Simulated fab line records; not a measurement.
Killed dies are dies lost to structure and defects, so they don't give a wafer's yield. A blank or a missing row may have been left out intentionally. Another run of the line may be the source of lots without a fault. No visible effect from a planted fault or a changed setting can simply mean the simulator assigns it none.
Which tool was responsible? ; flow nandHarc ; 12 lots, 36 wafers sampled, at 6 steps of a route of 1159

WHAT THE GAUGES READ, wafer by wafer
NHARC_A_SGD_CUT_INSPECT_11. Usual: rawDefectCount at 17, with a standard deviation of 9.1.
lot;measured;on;rawDefectCount;flag
L207;day 13 16:34;defectInspect-01;17 14 14;
L210;day 14 07:21;defectInspect-01;3 8 8;
L209;day 14 07:36;defectInspect-02;25 31 16;
L211;day 14 23:07;defectInspect-02;7 11 7;
L212;day 15 08:13;defectInspect-02;4 13 7;
L215;day 15 16:14;defectInspect-01;457 432 449;OFF
L216;day 15 16:43;defectInspect-02;25 15 30;
L224;day 18 09:20;defectInspect-01;20 8 11;
L229;day 19 10:58;defectInspect-01;13 11 9;
L227;day 19 11:09;defectInspect-02;7 12 17;
L228;day 19 11:23;defectInspect-01;11 15 12;
L230;day 20 07:08;defectInspect-01;4 2 5;

NHARC_END_SORT_01. Usual: killedAtArray 27, standard deviation 10; killedAtOther 0.6, standard deviation 0.83; killedAtPeriphery 2.4, standard deviation 1.8; killedDies 30, standard deviation 10; killedOpen 3.3, standard deviation 1.7; killedShort 1.8, standard deviation 1.4.
lot;measured;on;killedAtArray;killedAtOther;killedAtPeriphery;killedDies;killedOpen;killedShort;flag
L212;day 21 00:19;prober-02;9 19 16;0 2 4;2 2 1;11 23 21;4 4 4;2 3 4;
L215;day 21 06:29;prober-02;324 321 305;1 1 0;3 1 1;328 323 306;1 1 3;4 3 1;OFF
L224;day 23 15:56;prober-01;20 16 21;0 2 1;1 2 3;21 20 25;2 5 3;0 1 4;

TOOL THAT RAN EACH LOT (tool first, then ch and the chambers of the sampled wafers, then the start)
lot;NHARC_A_STAIRCASE_CMP_152;NHARC_A_STAIRCASE_ETCHBACK_157;NHARC_A_STAIRCASE_STRIP_475;NHARC_A_STAIRCASE_CMP_472
L207;cmp-02 ch 0,1, day 13 13:56;rieDiel-11 ch 1,2,3, day 13 14:47;rieDiel-11 ch 1,2,3, day 13 15:22 or earlier;cmp-01 ch 1,2,3, day 13 15:22
L210;cmp-02 ch 0,1,3, day 14 04:50;rieDiel-11 ch 0,1,3, day 14 05:40;rieDiel-11 ch 0,1,3, day 14 06:15 or earlier;cmp-02 ch 0,1,2, day 14 06:15
L209;cmp-01 ch 1,2, day 14 04:57;rieDiel-10 ch 0,1,3, day 14 05:47;rieDiel-10 ch 1,3, day 14 06:22 or earlier;cmp-01 ch 1,2,3, day 14 06:22
L211;cmp-01 ch 1,2, day 14 20:28;rieDiel-10 ch 0,1,3, day 14 21:18;rieDiel-10 ch 0,3, day 14 21:52 or earlier;cmp-02 ch 0,2,3, day 14 21:52
L212;cmp-04 ch 0,1, day 15 05:43;rieDiel-13 ch 0,3, day 15 06:32;rieDiel-13 ch 1,2,3, day 15 07:07 or earlier;cmp-02 ch 1,2, day 15 07:07
L215;cmp-02 ch 0,2, day 15 13:33;rieDiel-10 ch 0,3, day 15 14:28;rieDiel-10 ch 1,3, day 15 14:42;cmp-02 ch 0,3, day 15 15:05
L216;cmp-01 ch 0,1,2, day 15 13:43;rieDiel-10 ch 0,1,3, day 15 14:52;rieDiel-10 ch 0,1,3, day 15 15:28 or earlier;cmp-01 ch 0,1,2, day 15 15:28
L224;cmp-04 ch 2,3, day 18 06:24;rieDiel-11 ch 0,2,3, day 18 07:14;rieDiel-11 ch 2,3, day 18 08:04 or earlier;cmp-01 ch 0,3, day 18 08:04
L229;cmp-02 ch 0,2,3, day 19 08:14;rieDiel-13 ch 0,2,3, day 19 09:05;rieDiel-13 ch 0,1,3, day 19 09:42 or earlier;cmp-02 ch 0,1,3, day 19 09:42
L227;cmp-04 ch 0,2,3, day 19 08:27;rieDiel-10 ch 0,1,3, day 19 09:16;rieDiel-10 ch 0,1,3, day 19 09:50 or earlier;cmp-01 ch 1,2,3, day 19 09:50
L228;cmp-01 ch 1,2,3, day 19 08:43;rieDiel-13 ch 0,1,3, day 19 09:34;rieDiel-13 ch 2,3, day 19 10:08 or earlier;cmp-01 ch 1,3, day 19 10:08
L230;cmp-04 ch 0,2,3, day 20 04:37;rieDiel-10 ch 0,3, day 20 05:26;rieDiel-10 ch 0,2,3, day 20 05:59 or earlier;cmp-04 ch 0,1,2, day 20 05:59
- NHARC_A_STAIRCASE_CMP_152: polishes.
- NHARC_A_STAIRCASE_ETCHBACK_157: etches the open film in CH3F/O2, target depth 90 nm, time 167.14 s.
- NHARC_A_STAIRCASE_STRIP_475: strips in O2, time 20 s.
- NHARC_A_STAIRCASE_CMP_472: polishes SiO2.

AS READ BY THE TOOLS THEMSELVES (means over the sampled wafers that have a number; for cases with no such wafer, the mark the record gives instead)
NHARC_A_STAIRCASE_CMP_152. Usual: motorCurrentA at 11.5 A, with a standard deviation of 1.4.
lot;tool;motorCurrentA (A);flag
L207;cmp-02;10.7;
L210;cmp-02;11.3;
L209;cmp-01;13.0;
L211;cmp-01;11.9;
L212;cmp-04;12.0;
L215;cmp-02;10.4;
L216;cmp-01;12.7;
L224;cmp-04;10.7;
L229;cmp-02;10.7;
L227;cmp-04;11.3;
L228;cmp-01;11.9;
L230;cmp-04;11.1;

NHARC_A_STAIRCASE_ETCHBACK_157. Usual: drypumpMotorCurrentA 5.9 A, standard deviation 0.46; oesProductAu 0.97 a.u., standard deviation 0.037; rfVppV 244.4 V, standard deviation 1.9; showerheadPlenumPTorr 2.47 Torr, standard deviation 0.12; throttleValvePct 20.664 %, standard deviation 0.0087.
lot;tool;drypumpMotorCurrentA (A);oesProductAu (a.u.);rfVppV (V);showerheadPlenumPTorr (Torr);throttleValvePct (%);flag
L207;rieDiel-11;5.9;0.94;244.5;2.41;20.670;
L210;rieDiel-11;5.7;0.92;243.7;2.40;20.661;
L209;rieDiel-10;6.2;0.95;243.7;2.46;20.665;
L211;rieDiel-10;6.2;0.95;244.4;2.45;20.661;
L212;rieDiel-13;5.1;1.01;244.0;2.42;20.661;
L215;rieDiel-10;6.2;0.91;246.3;2.56;20.673;
L216;rieDiel-10;6.2;0.92;245.6;2.59;20.655;
L224;rieDiel-11;6.1;0.99;244.2;2.45;20.662;
L229;rieDiel-13;5.2;1.02;244.1;2.50;20.664;
L227;rieDiel-10;6.2;0.92;247.0;2.58;20.664;
L228;rieDiel-13;5.3;0.94;244.6;2.44;20.661;
L230;rieDiel-10;6.2;0.93;245.5;2.55;20.662;

NHARC_A_STAIRCASE_STRIP_475. Usual: drypumpMotorCurrentA 5.9 A, standard deviation 0.45; oesProductAu 1.001 a.u., standard deviation 0.011; rfVppV 57.8 V, standard deviation 0.93; showerheadPlenumPTorr 3.55 Torr, standard deviation 0.15; throttleValvePct 17.036 %, standard deviation 0.009.
lot;tool;drypumpMotorCurrentA (A);oesProductAu (a.u.);rfVppV (V);showerheadPlenumPTorr (Torr);throttleValvePct (%);flag
L207;rieDiel-11;5.9;0.981;57.7;3.46;17.047;
L210;rieDiel-11;5.7;0.993;57.7;3.45;17.039;
L209;rieDiel-10;6.1;0.997;57.4;3.49;17.034;
L211;rieDiel-10;6.1;0.996;58.7;3.64;17.042;
L212;rieDiel-13;5.3;0.993;57.3;3.48;17.022;
L215;rieDiel-10;6.1;1.004;58.0;3.67;17.040;
L216;rieDiel-10;6.2;0.996;58.2;3.71;17.035;
L224;rieDiel-11;6.1;0.992;57.7;3.49;17.031;
L229;rieDiel-13;5.3;1.007;56.8;3.49;17.036;
L227;rieDiel-10;6.2;1.004;59.3;3.69;17.032;
L228;rieDiel-13;5.3;1.009;57.8;3.54;17.029;
L230;rieDiel-10;6.0;1.007;58.2;3.55;17.035;

NHARC_A_STAIRCASE_CMP_472. Usual: motorCurrentA at 11.5 A, with a standard deviation of 1.5.
lot;tool;motorCurrentA (A);flag
L207;cmp-01;12.2;
L210;cmp-02;10.7;
L209;cmp-01;12.0;
L211;cmp-02;10.7;
L212;cmp-02;10.5;
L215;cmp-02;10.8;
L216;cmp-01;12.6;
L224;cmp-01;12.0;
L229;cmp-02;11.0;
L227;cmp-01;12.2;
L228;cmp-01;11.1;
L230;cmp-04;11.1;

THE ANSWER, worked out from the rows above alone
Rule: lot off if the mean of its wafers having a number is beyond 3 standard deviations from the usual mean. Also off: a lot with no number at a reading for which 4 or more lots have one. All remaining lots with rows at the step are treated as sound. Order of review: gauges by route order, followed by the tools' own readings, for which a lot's mean as printed above is used. At the first step where some lot is off, the reading lying furthest off is the one used; lots without a number count as furthest.
Off: L215 (NHARC_A_SGD_CUT_INSPECT_11, rawDefectCount).
If a tool, at a process step before that reading, ran all the lots that are off and no sound lot after the first of them, it fits. The gauges at NHARC_A_SGD_CUT_INSPECT_11 aren't tried: what is off there is off at NHARC_END_SORT_01 too, on other tools, and a gauge's error can't cause that. Because NHARC_A_STAIRCASE_STRIP_475 lacks a start for some lots, the hours and order of its lots are taken from NHARC_A_STAIRCASE_CMP_472. Of those tried, none fits.

WHAT HAD BEEN PUT IN BY THE SIMULATOR
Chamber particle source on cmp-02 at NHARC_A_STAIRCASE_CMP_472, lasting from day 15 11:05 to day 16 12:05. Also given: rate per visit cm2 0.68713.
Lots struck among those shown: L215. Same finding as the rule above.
